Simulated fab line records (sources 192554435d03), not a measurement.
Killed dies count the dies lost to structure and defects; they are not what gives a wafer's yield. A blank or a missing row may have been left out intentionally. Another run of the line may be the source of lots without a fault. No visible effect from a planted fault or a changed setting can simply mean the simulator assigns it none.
fab line records	flow n5_finfet	part 1 of 2: steps 1 to 18 of 25
record lots=5	wafers=15	last_day=16
route steps=1938 shown BEOL_M0_SAQP@700 BEOL_M0_CUTY@701 BEOL_M0@715
lots with no fault: from the same line, run without faults
start_h: the number of hours between the record's first day and the start of the first shown wafer of the lot	wait_h: how many hours have passed since the lot's step before this one	" identical to the entry in the row above	L1.1+2: several wafers, shown together as one row	- no value, or no start was given	* or withheld: withheld	< > ~ a bound
route shown NAME@n: NAME is a module with steps in the file, n the number in the route of the first one	usual: mean/standard deviation of fault-free wafers	same: alike in all rows	chamber/n: place in a boat	sites: per-site readings	_std_site: standard deviation across them	_edge_site: mean of outer sites minus mean of inner sites	radius_mm: how far each site lies from the wafer's centre	mask NAME#n: copy n	behind: tool/chamber where the wafer was last shaped	hold: cause of the lot's hold/its duration in hours/its outcome	device: the n, p or np transistor that did not switch	end of line: tests run on the same wafers once the route is complete	a step with no rows: only its recipe	killed: the dies lost at the first sort to structure and to defects; this is not the yield of the wafer	map: per-die view of a wafer (x killed, . not killed, _ where there is no die)
set.NAME: setting as actually run; set.NAME@STEP: the setting as run at that earlier step	model.NAME: the simulator's own value behind a step, which no gauge read
lots at some steps of the route; a table a step, a row a wafer
services: the hour from which a tool's chamber was out of use, counted from the record's first day as start_h (under 0 if before that day), plus the number of hours and why
## steps
# step N5_BEOL_M0_SAQP_STRIP_75
# recipe chemistry=CF4	resist=SiARC	power_w=300	bias_power_w=75	pressure_mtorr=50	cf4_flow_sccm=150	rf_frequency_hz=6e+07
# usual drypump_motor_current_A=5.9/0.38	oes_product_au=0.177/0.016	rf_vpp_V=271.0/1.6	showerhead_plenum_p_Torr=1.79/0.059	throttle_valve_pct=13.62/0.22
lot.wafer	tool	chamber	start_h	wait_h	drypump_motor_current_A	oes_product_au	rf_hours_counter_h	rf_vpp_V	showerhead_plenum_p_Torr	throttle_valve_pct
L074.1	rie_diel-03	0	120.97	0.1	5.9	0.189	70	273.3	1.87	13.50
L074.2	"	2	"	"	5.8	0.169	209	268.9	1.70	13.59
L074.3	"	3	"	"	5.6	0.161	247	272.1	1.84	13.78
L076.1	rie_diel-04	1	128.88	0.1	5.2	0.189	77	272.7	1.80	13.63
L076.3	"	0	"	"	5.1	0.173	145	270.1	1.72	13.80
L076.5	"	3	"	"	5.9	0.224	-	274.7	1.91	13.15
L077.1	rie_diel-05	0	136.16	0.1	6.3	0.170	200	269.7	1.73	13.79
L077.2	"	1	"	"	5.8	0.171	167	271.7	1.80	13.81
L077.6	"	2	"	"	6.3	0.176	-	270.0	1.79	13.46
L079.2	rie_diel-03	2	153.07	0.1	5.8	0.163	221	269.3	1.69	13.63
L079.3	"	3	"	"	5.7	0.221	2	271.9	1.84	13.24
L079.5	"	1	"	"	5.1	0.188	-	270.5	1.75	13.27
L090.1	rie_diel-03	0	209.97	0.1	5.8	0.184	99	273.3	1.87	13.56
L090.5	"	1	"	"	5.1	0.179	-	271.5	1.75	13.29
L090.6	"	2	"	"	5.8	0.163	-	268.7	1.69	13.64
# step N5_BEOL_M0_CUTY_COAT_50
# recipe resist=SiARC	temp_c=220	time_s=60	spin_rpm=1500	resist_thk_nm=15
# usual dispense_pressure_kPa=48.4/0.64
lot.wafer	tool	chamber	start_h	wait_h	dispense_pressure_kPa
L074.1	litho_track-01	0	121.02	0.0	49.0
L074.2	"	0	"	"	49.0
L074.3	"	0	"	"	49.0
L076.1	litho_track-02	0	128.92	0.0	48.9
L076.3	"	0	"	"	48.9
L076.5	"	0	"	"	48.9
L077.1	litho_track-04	0	136.20	0.0	47.6
L077.2	"	0	"	"	47.7
L077.6	"	0	"	"	47.7
L079.2	litho_track-02	0	153.12	0.0	48.8
L079.3	"	0	"	"	48.9
L079.5	"	0	"	"	48.8
L090.1	litho_track-01	0	210.02	0.0	49.0
L090.5	"	0	"	"	49.0
L090.6	"	0	"	"	48.9
# step N5_BEOL_M0_CUTY_COAT_51
# recipe resist=CAR-ArF-block	spin_rpm=1500	resist_thk_nm=150
# usual dispense_pressure_kPa=48.4/0.64
lot.wafer	tool	chamber	start_h	wait_h	dispense_pressure_kPa
L074.1	litho_track-01	0	-	-	49.0
L074.2	"	0	"	"	49.0
L074.3	"	0	"	"	49.0
L076.1	litho_track-02	0	-	-	48.9
L076.3	"	0	"	"	48.9
L076.5	"	0	"	"	48.9
L077.1	litho_track-04	0	-	-	47.6
L077.2	"	0	"	"	47.6
L077.6	"	0	"	"	47.6
L079.2	litho_track-02	0	-	-	48.9
L079.3	"	0	"	"	48.9
L079.5	"	0	"	"	48.9
L090.1	litho_track-01	0	-	-	49.0
L090.5	"	0	"	"	49.0
L090.6	"	0	"	"	49.0
# step N5_BEOL_M0_CUTY_EBR_52
# recipe solvent=PGMEA	ebr_width_mm=1.5
# same ebr_width_mm=1.5
lot.wafer	tool	chamber	start_h	wait_h
L074.1+2+3	litho_track-01	0	-	-
L076.1+3+5	litho_track-02	0	-	-
L077.1+2+6	litho_track-04	0	-	-
L079.2+3+5	litho_track-02	0	-	-
L090.1+5+6	litho_track-01	0	-	-
# step N5_BEOL_M0_CUTY_SOFTBAKE_53
# recipe temp_c=110	time_s=60	resist=CAR-ArF-block
lot.wafer	tool	chamber	start_h	wait_h
L074.1+2+3	litho_track-01	0	-	-
L076.1+3+5	litho_track-02	0	-	-
L077.1+2+6	litho_track-04	0	-	-
L079.2+3+5	litho_track-02	0	-	-
L090.1+5+6	litho_track-01	0	-	-
# step N5_BEOL_M0_CUTY_EXPOSE_54
# recipe mask_id=M0_ABLK	na=1.35	source_shape=conventional	sigma_outer=0.8	polarization=unpolarized	dose_mj=36
# usual focus_offset_nm=-0.1/0.49
# same na=1.35
lot.wafer	tool	chamber	start_h	wait_h	mask	focus_offset_nm
L074.1	arfi_scanner-02	0	121.24	-	M0_ABLK#0	0.1
L074.2	"	0	"	"	M0_ABLK#0	0.5
L074.3	"	0	"	"	M0_ABLK#0	-0.3
L076.1	arfi_scanner-03	0	129.15	-	M0_ABLK#0	0.5
L076.3	"	0	"	"	M0_ABLK#0	-0.7
L076.5	"	0	"	"	M0_ABLK#0	0.1
L077.1	arfi_scanner-01	0	136.43	-	M0_ABLK#0	0.9
L077.2	"	0	"	"	M0_ABLK#0	0.5
L077.6	"	0	"	"	M0_ABLK#0	-0.3
L079.2	arfi_scanner-03	0	153.22	-	M0_ABLK#0	0.0
L079.3	"	0	"	"	M0_ABLK#0	-0.1
L079.5	"	0	"	"	M0_ABLK#0	-0.1
L090.1	arfi_scanner-01	0	210.24	-	M0_ABLK#0	-0.5
L090.5	"	0	"	"	M0_ABLK#0	0.3
L090.6	"	0	"	"	M0_ABLK#0	0.0
# step N5_BEOL_M0_CUTY_PEB_55
# recipe peb_temp_c=110	peb_time_s=60	resist=CAR-ArF-block
lot.wafer	tool	chamber	start_h	wait_h
L074.1+2+3	litho_track-01	0	121.30	0.1
L076.1+3+5	litho_track-04	0	129.20	0.1
L077.1+2+6	litho_track-02	0	136.49	0.1
L079.2+3+5	litho_track-02	0	153.27	0.0
L090.1+5+6	litho_track-04	0	210.30	0.1
# step N5_BEOL_M0_CUTY_DEVELOP_56
# recipe develop_time_s=30	developer=TMAH	resist=CAR-ArF-block	rinse_liquid=diw	dry=air_spin	dev_temp_c=23
lot.wafer	tool	chamber	start_h	wait_h
L074.1+2+3	litho_track-01	0	-	-
L076.1+3+5	litho_track-04	0	-	-
L077.1+2+6	litho_track-02	0	-	-
L079.2+3+5	litho_track-02	0	-	-
L090.1+5+6	litho_track-04	0	-	-
# step N5_BEOL_M0_CUTY_CD_MEAS_57
# recipe target_cd_nm=200	landing_energy_ev=500	detector=se_inlens	polarity=line
# usual cd_nm=200.3/1
lot.wafer	tool	chamber	start_h	wait_h	cd_nm
L074.1	cd_sem-01	0	121.37	-	200.7
L074.2	"	0	"	"	201.1
L074.3	"	0	"	"	200.9
L076.1	cd_sem-02	0	129.27	-	199.3
L076.3	"	0	"	"	198.0
L076.5	"	0	"	"	199.6
L077.1	cd_sem-03	0	136.55	-	201.1
L077.2	"	0	"	"	199.7
L077.6	"	0	"	"	199.6
L079.2	cd_sem-01	0	153.34	-	199.6
L079.3	"	0	"	"	199.8
L079.5	"	0	"	"	200.5
L090.1	cd_sem-02	0	210.36	-	198.3
L090.5	"	0	"	"	200.2
L090.6	"	0	"	"	198.5
# step N5_BEOL_M0_CUTY_OVL_MEAS_58
# recipe points_per_wafer=44
# usual M0_ABLK_OVL=0.0/0.7
lot.wafer	tool	chamber	start_h	wait_h	M0_ABLK_OVL[nm]
L074.1	overlay-01	0	121.40	0.0	0.2
L074.2	"	0	"	"	-0.8
L074.3	"	0	"	"	-0.5
L076.1	overlay-01	0	129.30	0.0	0.3
L076.3	"	0	"	"	-0.2
L076.5	"	0	"	"	-0.6
L077.1	overlay-01	0	136.59	0.0	0.1
L077.2	"	0	"	"	0.4
L077.6	"	0	"	"	-0.1
L079.2	overlay-01	0	153.37	0.0	-0.2
L079.3	"	0	"	"	-0.6
L079.5	"	0	"	"	0.0
L090.1	overlay-01	0	210.40	0.0	-0.3
L090.5	"	0	"	"	0.1
L090.6	"	0	"	"	0.9
# step N5_BEOL_M0_CUTY_INSPECT_59
# recipe mode=adi	inspect_instrument=macro
# usual raw_defect_count=2.1/1.5
lot.wafer	tool	chamber	start_h	wait_h	raw_defect_count
L074.1	defect_inspect-01	-	121.42	0.0	4
L074.2	"	-	"	"	1
L074.3	"	-	"	"	3
L076.1	defect_inspect-02	-	129.32	0.0	1
L076.3	"	-	"	"	2
L076.5	"	-	"	"	2
L077.1	defect_inspect-02	-	136.61	0.0	1
L077.2	"	-	"	"	3
L077.6	"	-	"	"	1
L079.2	defect_inspect-02	-	153.39	0.0	6
L079.3	"	-	"	"	0
L079.5	"	-	"	"	0
L090.1	defect_inspect-01	-	210.42	0.0	1
L090.5	"	-	"	"	3
L090.6	"	-	"	"	2
# step N5_BEOL_M0_CUTY_DESCUM_61
# recipe chemistry=O2	time_s=7.9	source_power_w=50	bias_power_w=20	pressure_mtorr=20	rf_frequency_hz=2.712e+07	temp_c=40	resist=CAR-ArF-block	o2_flow_sccm=225
# usual drypump_motor_current_A=5.4/0.39	oes_product_au=0.76/0.076	rf_vpp_V=243.8/1.1	showerhead_plenum_p_Torr=2.13/0.055	temp_c=40.01/0.12	throttle_valve_pct=20.43/0.17
lot.wafer	tool	chamber	start_h	wait_h	drypump_motor_current_A	oes_product_au	rf_hours_counter_h	rf_vpp_V	showerhead_plenum_p_Torr	temp_c	throttle_valve_pct
L074.1	rie_diel-06	1	121.71	0.3	5.6	0.72	194	246.1	2.19	39.84	20.43
L074.2	"	2	"	"	5.0	0.74	155	244.2	2.18	40.02	20.14
L074.3	"	0	"	"	5.2	0.79	112	244.1	2.19	40.09	20.56
L076.1	rie_diel-01	1	129.84	0.5	6.2	0.83	71	244.9	2.11	40.20	20.30
L076.3	"	3	"	"	5.2	0.74	196	245.3	2.08	39.77	20.31
L076.5	"	2	"	"	4.8	0.74	-	243.7	2.07	39.94	20.38
L077.1	rie_diel-02	1	136.86	0.3	5.6	0.71	183	244.5	2.18	39.96	20.67
L077.2	"	0	"	"	5.2	0.93	14	244.5	2.23	39.96	20.39
L077.6	"	2	"	"	5.4	0.71	-	244.5	2.19	39.97	20.64
L079.2	rie_diel-01	2	153.43	0.0	4.8	0.73	186	243.3	2.07	39.95	20.40
L079.3	"	1	"	"	6.1	0.81	82	243.3	2.11	39.85	20.31
L079.5	"	1	"	"	6.1	0.82	-	243.5	2.11	39.82	20.29
L090.1	rie_diel-01	3	210.45	0.0	5.2	0.72	228	243.7	2.07	40.11	20.36
L090.5	"	0	"	"	5.6	0.68	-	243.8	2.14	40.05	20.25
L090.6	"	1	"	"	6.1	0.80	-	244.4	2.10	40.12	20.32
# step N5_BEOL_M0_CUTY_ETCH_62
# recipe chemistry=CF4	target=SiARC	mask_material=CAR-ArF-block	time_s=58.5	ion_energy_ev=80	pressure_mtorr=40	source_w=545	bias_w=36	Ar_flow_sccm=100	cf4_flow_sccm=100	ends=cleared
# usual drypump_motor_current_A=5.4/0.39	etch_rf_on_time_s=57.9/1.4	oes_product_au=0.65/0.069	rf_vpp_V=184.5/0.95	showerhead_plenum_p_Torr=2.18/0.05	throttle_valve_pct=15.64/0.15
lot.wafer	tool	chamber	start_h	wait_h	drypump_motor_current_A	etch_rf_on_time_s	oes_product_au	rf_hours_counter_h	rf_vpp_V	showerhead_plenum_p_Torr	throttle_valve_pct
L074.1	rie_diel-06	1	121.75	0.0	5.6	57.6	0.62	194	185.5	2.22	15.55
L074.2	"	2	"	"	5.0	58.3	0.64	155	184.3	2.23	15.37
L074.3	"	0	"	"	5.2	57.4	0.68	112	185.7	2.24	15.77
L076.1	rie_diel-01	1	129.87	0.0	6.2	57.4	0.71	71	184.7	2.16	15.45
L076.3	"	3	"	"	5.2	60.0	0.62	196	183.7	2.13	15.54
L076.5	"	2	"	"	4.8	58.9	0.63	-	184.2	2.14	15.65
L077.1	rie_diel-02	1	136.90	0.0	5.7	59.0	0.61	183	185.6	2.22	15.81
L077.2	"	0	"	"	5.2	58.3	0.80	15	184.9	2.28	15.55
L077.6	"	2	"	"	5.5	57.3	0.62	-	183.8	2.22	15.79
L079.2	rie_diel-01	2	153.46	0.0	4.8	56.8	0.64	186	183.6	2.13	15.68
L079.3	"	1	"	"	6.1	55.7	0.70	82	185.4	2.16	15.49
L079.5	"	1	"	"	6.1	56.1	0.70	-	184.4	2.16	15.50
L090.1	rie_diel-01	3	210.49	0.0	5.3	61.1	0.59	228	184.0	2.12	15.62
L090.5	"	0	"	"	5.6	59.0	0.57	-	185.0	2.21	15.58
L090.6	"	1	"	"	6.1	56.3	0.68	-	184.3	2.15	15.52
# step N5_BEOL_M0_CUTY_ETCH_63
# recipe chemistry=N2/H2	target=SOC	target_depth_a=827	overetch_a=165	mask_material=SiARC	temp_c=40	ion_energy_ev=200	time_s=124	pressure_mtorr=30	source_w=840	bias_w=150	n2_flow_sccm=200	h2_flow_sccm=200
# usual drypump_motor_current_A=5.4/0.39	oes_product_au=0.62/0.06	rf_vpp_V=525.1/1.8	showerhead_plenum_p_Torr=2.59/0.061	temp_c=39.98/0.11	throttle_valve_pct=17.85/0.18
lot.wafer	tool	chamber	start_h	wait_h	drypump_motor_current_A	oes_product_au	rf_hours_counter_h	rf_vpp_V	showerhead_plenum_p_Torr	temp_c	throttle_valve_pct
L074.1	rie_diel-06	1	121.79	0.0	5.6	0.59	194	525.4	2.61	39.98	17.54
L074.2	"	2	"	"	4.9	0.61	155	528.1	2.64	39.98	17.60
L074.3	"	0	"	"	5.2	0.64	112	527.1	2.67	40.00	18.14
L076.1	rie_diel-01	1	129.92	0.0	6.2	0.67	71	524.3	2.57	39.98	17.76
L076.3	"	3	"	"	5.3	0.61	196	524.6	2.52	40.15	17.75
L076.5	"	2	"	"	4.8	0.61	-	524.8	2.54	39.81	17.86
L077.1	rie_diel-02	1	136.94	0.0	5.7	0.59	183	527.6	2.65	39.81	18.14
L077.2	"	0	"	"	5.2	0.77	15	527.8	2.72	40.12	17.81
L077.6	"	2	"	"	5.4	0.59	-	525.7	2.62	39.90	17.85
L079.2	rie_diel-01	2	153.51	0.0	4.8	0.61	186	523.2	2.53	39.97	17.87
L079.3	"	1	"	"	6.1	0.66	82	524.9	2.57	40.01	17.80
L079.5	"	1	"	"	6.1	0.65	-	523.0	2.57	39.98	17.79
L090.1	rie_diel-01	3	210.53	0.0	5.2	0.59	228	521.8	2.51	39.98	17.83
L090.5	"	0	"	"	5.6	0.55	-	527.3	2.61	39.92	17.80
L090.6	"	1	"	"	6.2	0.65	-	524.0	2.56	40.07	17.83
# step N5_BEOL_M0_CUTY_STRIP_64
# recipe chemistry=N2/H2	temp_c=40	n2_flow_sccm=200	h2_flow_sccm=200	rf_frequency_hz=6e+07
lot.wafer	tool	chamber	start_h	wait_h
L074.1+2+3	rie_diel-06	1,2,0	121.91	0.1
L076.1+3+5	rie_diel-01	1,3,2	130.03	0.1
L077.1+2+6	rie_diel-02	1,0,2	137.06	0.1
L079.2+3+5	rie_diel-01	2,1,1	153.62	0.1
L090.1+5+6	rie_diel-01	3,0,1	210.65	0.1
# step N5_BEOL_M0_ETCH_138
# recipe chemistry=CH3F/O2	target_depth_a=120	target=SiCN	time_s=31.6	ion_energy_ev=120	pressure_mtorr=30	source_w=395	bias_w=75	Ar_flow_sccm=150	CH3F_flow_sccm=30	O2_flow_sccm=20	ends=cleared
# usual O2_flow_sccm=20.01/0.052	drypump_motor_current_A=5.4/0.39	etch_rf_on_time_s=28.9/0.78	oes_product_au=0.65/0.067	rf_vpp_V=298.1/1.1	showerhead_plenum_p_Torr=2.04/0.047	throttle_valve_pct=16.34/0.14
lot.wafer	tool	chamber	start_h	wait_h	O2_flow_sccm	drypump_motor_current_A	etch_rf_on_time_s	oes_product_au	rf_hours_counter_h	rf_vpp_V	showerhead_plenum_p_Torr	throttle_valve_pct
L074.1	rie_diel-06	1	121.92	0.0	19.98	5.6	28.8	0.63	194	299.7	2.07	16.23
L074.2	"	2	"	"	19.98	4.9	29.3	0.64	155	298.8	2.09	16.15
L074.3	"	0	"	"	19.99	5.2	28.8	0.67	112	298.7	2.10	16.48
L076.1	rie_diel-01	1	130.04	0.0	20.05	6.1	28.1	0.71	71	298.6	2.02	16.14
L076.3	"	3	"	"	20.07	5.2	29.4	0.63	196	297.7	1.99	16.28
L076.5	"	2	"	"	20.01	4.8	29.5	0.63	-	298.5	2.00	16.40
L077.1	rie_diel-02	1	137.07	0.0	20.09	5.7	30.4	0.60	183	296.9	2.07	16.47
L077.2	"	0	"	"	19.94	5.2	30.2	0.80	15	299.2	2.12	16.19
L077.6	"	2	"	"	20.03	5.4	30.1	0.61	-	299.0	2.07	16.40
L079.2	rie_diel-01	2	153.63	0.0	20.06	4.8	28.0	0.63	186	297.4	2.00	16.42
L079.3	"	1	"	"	19.99	6.1	28.1	0.69	82	298.1	2.01	16.18
L079.5	"	1	"	"	19.87	6.1	27.9	0.69	-	297.3	2.01	16.19
L090.1	rie_diel-01	3	210.66	0.0	20.00	5.2	30.0	0.60	228	297.0	1.98	16.33
L090.5	"	0	"	"	20.08	5.6	29.9	0.57	-	297.4	2.07	16.30
L090.6	"	1	"	"	20.02	6.1	29.3	0.68	-	297.9	2.01	16.21
# step N5_BEOL_M0_HM_OPEN_105
# recipe chemistry=Cl2/BCl3	target_depth_a=120	target=TiN	ion_energy_ev=150	pressure_mtorr=10	icp_w=1000	bias_w=126	Cl2_flow_sccm=53.25	bcl3_flow_sccm=21.75	Ar_flow_sccm=25
# usual drypump_motor_current_A=6.0/0.42	he_backside_leak_sccm=3.42/0.28	oes_product_au=0.69/0.064	throttle_valve_pct=22.00/0.22
lot.wafer	tool	chamber	start_h	wait_h	drypump_motor_current_A	he_backside_leak_sccm	oes_product_au	rf_hours_counter_h	throttle_valve_pct
L074.1	rie_metal-03	0	122.18	0.2	6.6	3.20	0.65	100	21.87
L074.2	"	1	"	"	5.6	3.22	0.77	51	22.27
L074.3	"	0	"	"	6.6	3.16	0.65	-	21.87
L076.1	rie_metal-02	0	133.24	3.2	5.5	3.64	0.70	80	22.20
L076.3	"	1	"	"	6.1	3.99	0.63	-	22.00
L076.5	"	0	"	"	5.5	3.60	0.69	-	22.21
L077.1	rie_metal-03	0	141.62	4.5	6.6	3.22	0.65	102	21.87
L077.2	"	1	"	"	5.6	3.08	0.77	53	22.28
L077.6	"	1	"	"	5.6	3.10	0.77	-	22.28
L079.2	rie_metal-03	1	153.73	0.1	5.6	3.02	0.76	54	22.27
L079.3	"	0	"	"	6.6	3.37	0.65	-	21.89
L079.5	"	0	"	"	6.6	3.32	0.65	-	21.89
L090.1	rie_metal-03	1	212.70	2.0	5.6	3.12	0.75	59	22.29
L090.5	"	1	"	"	5.6	3.33	0.75	-	22.30
L090.6	"	0	"	"	6.6	3.17	0.64	-	21.89
# step N5_BEOL_M0_STRIP_140
# recipe chemistry=CF4	resist=SiARC	power_w=300	bias_power_w=75	pressure_mtorr=50	cf4_flow_sccm=150	rf_frequency_hz=6e+07
# usual drypump_motor_current_A=5.4/0.35	oes_product_au=0.75/0.075	rf_vpp_V=271.9/1.4	showerhead_plenum_p_Torr=1.83/0.047	throttle_valve_pct=13.65/0.15
lot.wafer	tool	chamber	start_h	wait_h	drypump_motor_current_A	oes_product_au	rf_hours_counter_h	rf_vpp_V	showerhead_plenum_p_Torr	throttle_valve_pct
L074.1	rie_diel-02	0	122.35	0.1	5.2	0.94	9	273.8	1.92	13.50
L074.2	"	2	"	"	5.4	0.72	194	272.7	1.87	13.78
L074.3	"	3	"	"	5.9	0.75	114	269.4	1.80	13.65
L076.1	rie_diel-02	2	133.51	0.2	5.4	0.71	199	272.5	1.86	13.76
L076.3	"	3	"	"	5.9	0.76	118	269.4	1.80	13.64
L076.5	"	0	"	"	5.2	0.93	-	274.4	1.92	13.49
L077.1	rie_diel-01	3	142.45	0.8	5.2	0.72	202	270.5	1.78	13.55
L077.2	"	0	"	"	5.6	0.68	218	273.2	1.85	13.52
L077.6	"	2	"	"	4.8	0.73	-	269.6	1.78	13.63
L079.2	rie_diel-01	1	153.92	0.1	6.1	0.79	82	271.7	1.81	13.49
L079.3	"	0	"	"	5.6	0.69	224	270.4	1.85	13.55
L079.5	"	3	"	"	5.3	0.72	-	270.5	1.78	13.55
L090.1	rie_diel-01	0	213.03	0.3	5.6	0.68	246	273.9	1.84	13.59
L090.5	"	1	"	"	6.1	0.78	-	271.5	1.81	13.54
L090.6	"	0	"	"	5.6	0.66	-	273.1	1.84	13.59
